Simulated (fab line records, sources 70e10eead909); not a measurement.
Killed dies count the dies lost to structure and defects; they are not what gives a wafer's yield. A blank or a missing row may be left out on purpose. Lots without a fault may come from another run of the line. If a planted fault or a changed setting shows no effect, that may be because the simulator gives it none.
Matching of chambers	flow nand harc	NHARC_P_GATE_DESCUM_48 on rie diel-05: 4 sister chambers
The step chemistry O2, time 3 s. 4 wafers are shown with their chamber, then 9 later ones without.

WAFERS WITH THEIR CHAMBER
wafer	chamber	drypump motor current A (A)
L085.1	2	5.7
L088.1	1	6.3
L088.2	0	5.5
L088.3	3	5.3

WAFERS WITHOUT THEIR CHAMBER
wafer	drypump motor current A (A)
L091.2	5.4
L091.5	5.4
L091.6	5.5
L093.3	5.7
L093.4	6.4
L093.5	5.4
L094.1	5.7
L094.5	6.3
L094.6	5.7

WHICH CHAMBER EACH ONE RAN IN
wafer	from the rows above	in truth
L091.2	can't be placed: 0 or 3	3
L091.5	can't be placed: 0 or 3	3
L091.6	0	0
L093.3	2	2
L093.4	1	1
L093.5	can't be placed: 0 or 3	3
L094.1	2	2
L094.5	1	1
L094.6	2	2
6 of 9 placed correctly. Unplaceable from these rows: 3, with the true chamber sitting among the candidates in 3. Wrongly placed: 0.
How it was worked out, from the rows above alone: a wafer's distance from a chamber is the root of the sum, over the readings, of the square of ((its reading less the chamber's mean) divided by the reading's scatter). If the next closest chamber is less than 2 further off than the closest, the wafer can't be placed; otherwise it belongs to the closest. For every chamber, the mean is computed from those of its wafers that are shown. The scatter: root of mean squared gap, hidden wafer to nearest shown wafer, with one shown wafer a chamber.
